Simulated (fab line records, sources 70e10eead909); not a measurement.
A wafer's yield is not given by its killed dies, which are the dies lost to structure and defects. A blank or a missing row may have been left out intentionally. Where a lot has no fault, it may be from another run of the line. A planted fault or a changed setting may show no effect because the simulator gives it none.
8D (eight disciplines) problem report, filled in by code	flow nand_harc	the parts of the form that need people (team, actions taken, sign-off) are left out

## 1. THE ISSUE
At NHARC_A_CONTACT_ETCH_75, run_length_s averages 69.2 s over 3 wafers from 2 lots, while fault-free wafers read 86.3 s, standard deviation 0.4. That puts it -43 standard deviations away from the usual mean.
The step: etches the open film in CF4, target depth 39 nm, time 65 s.
Earliest sighting: wafer L911.5 on rie_diel-04 at day 26 17:12. The record holds 42 wafers of 14 lots with a number at this step. The rule behind "out" and "out of limits": a value lying over 4 standard deviations away from the usual mean. The other wafers with a number count as sound.

## 2. WHAT IT IS; WHAT IT IS NOT
question	is	is not
which readings at this step	run_length_s	drypump_motor_current_A, mfc_ar_sccm, oes_product_au, rf_vpp_V, showerhead_plenum_p_Torr
which lots	L911, L914	L902, L904, L906, L907, L908, L909, L910, L916, L921, L922, L923, L924
which wafers of those lots	L911.5, L914.1, L914.5	L911.4, L911.6, L914.2
read on which tools	rie_diel-04	rie_diel-05, rie_diel-10
when	from day 26 17:12	up to then (23 sound wafers); but 16 sound wafers of L914, L916, L921, L922, L923, L924 came after

## 3. SUSPECTS, AND WHAT RULES EACH OUT
Counting: a tool at a process step up to the reading stays a suspect if it ran every lot that is out. Sound lots after the first of them don't rule it out here, since some wafers of a struck lot are sound.
- rie_diel-10 at NHARC_A_CONTACT_ETCH_102 (etches the open film in CF4/O2, target depth 100 nm, overetch 10 nm, time 55 s): kept. Every lot that is out went through it, the first being L911 (day 26 09:29); the last sound lot it ran before that was L910 (day 25 17:27).
- rie_diel-04 at NHARC_A_CONTACT_ETCH_75 (etches the open film in CF4, target depth 39 nm, time 65 s): kept. Every lot that is out went through it, the first being L911 (day 26 17:12); the last sound lot it ran before that was L910 (day 25 22:29). Out on those wafers are its own readings of run_length_s.
- Within rie_diel-10 at NHARC_A_CONTACT_ETCH_102: the wafers that are out ran in chambers 0, 3; their sound lot-mates ran in chambers 1, 2.
After counting, rie_diel-10 at NHARC_A_CONTACT_ETCH_102 and rie_diel-04 at NHARC_A_CONTACT_ETCH_75 remain.

## 4. THE CAUSE (what the simulator had put in)
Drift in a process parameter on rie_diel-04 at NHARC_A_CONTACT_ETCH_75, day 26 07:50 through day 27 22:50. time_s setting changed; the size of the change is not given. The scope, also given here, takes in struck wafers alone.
Counting leaves 2 suspects; this tool is one of them.

## 5. SEQUENCE OF EFFECTS, ordered by route
Each row: a reading where the mean over the struck wafers with a number is more than 3 standard deviations away from the usual. Only readings for which the record gives a usual standard deviation are gone through. hours: the time from each lot's start at the first step in this table that gives one to its start at this step, as a median over the lots. sigmas: the change in usual standard deviations.
hours	step	reading	usual	on struck wafers	change	sigmas
0	NHARC_A_CONTACT_ETCH_75	run_length_s	86.3 s	69.2	-17.1	-43
Its process steps:
- NHARC_A_CONTACT_ETCH_75: etches the open film in CF4, target depth 39 nm, time 65 s.
Readings that are blank on the struck wafers while sound wafers have them: bias_w at NHARC_A_CONTACT_ETCH_75.

## 6. WHAT WOULD HAVE CAUGHT IT SOONER
First out-of-limits reading in this record: day 26 17:12, which is 9 hours after fault onset at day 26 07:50.
